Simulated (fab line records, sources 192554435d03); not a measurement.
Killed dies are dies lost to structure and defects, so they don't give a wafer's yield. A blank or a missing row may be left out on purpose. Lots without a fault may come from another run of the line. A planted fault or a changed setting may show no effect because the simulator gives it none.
Which tool did it? | flow n5_finfet | 10 lots, 30 wafers sampled, at 1 step of a route of 1938

WHAT THE GAUGES READ, wafer by wafer
N5_BEOL_M6_OVL_MEAS_29.
lot  | measured     | on         | V5_OVL (nm)
L322 | day 9 08:22  | overlay-01 | -0.2 -0.6 0.0
L325 | day 9 16:37  | overlay-01 | 0.2 0.2 0.0
L332 | day 11 14:24 | overlay-01 | -0.8 -0.6 0.1
L333 | day 11 18:14 | overlay-01 | 0.4 0.2 0.3
L338 | day 12 21:03 | overlay-01 | -0.3 -0.5 -0.1
L340 | day 13 09:35 | overlay-01 | 0.1 0.9 -0.6
L339 | day 13 10:54 | overlay-02 | 0.4 -0.5 0.2
L342 | day 13 22:03 | overlay-01 | 0.1 -0.6 -1.0
L344 | day 14 06:13 | overlay-01 | 0.3 0.9 0.4
L345 | day 14 10:29 | overlay-02 | -1.0 -0.8 -1.0

WHICH TOOL RAN EACH LOT (tool, then ch and the chambers of the sampled wafers, then the start)
The record holds no process step before these readings.

WHAT THE TOOLS THEMSELVES READ (means of the sampled wafers that have a number; where no wafer has one, the mark that the record gives instead)
The record holds no such reading with a usual standard deviation.

THE ANSWER, worked out from the rows above alone
Rule: what is usual is taken from the lots themselves. Put in order of their means at a reading, lots are off if they are a third of the lots or fewer, leave a main group of 4 or more, and stand apart from it by a gap of 3 or more times the standard deviation of the main group's means; of several such gaps the widest counts. A main group whose means are all the same, to the digits that the tables above print for the reading, isn't used. A lot without any number at a reading at which 4 lots or more have one is off too. The other lots that the step has rows for count as sound. The gauges are gone through in route order, then the tools' own readings, and for those a lot's mean is taken as printed above. The first step at which some lot is off is used, and at that step the reading that is off furthest; a lot without a number counts as furthest.
No lot is off at any reading shown: from this, nothing can be told.

WHAT THE SIMULATOR HAD PUT IN
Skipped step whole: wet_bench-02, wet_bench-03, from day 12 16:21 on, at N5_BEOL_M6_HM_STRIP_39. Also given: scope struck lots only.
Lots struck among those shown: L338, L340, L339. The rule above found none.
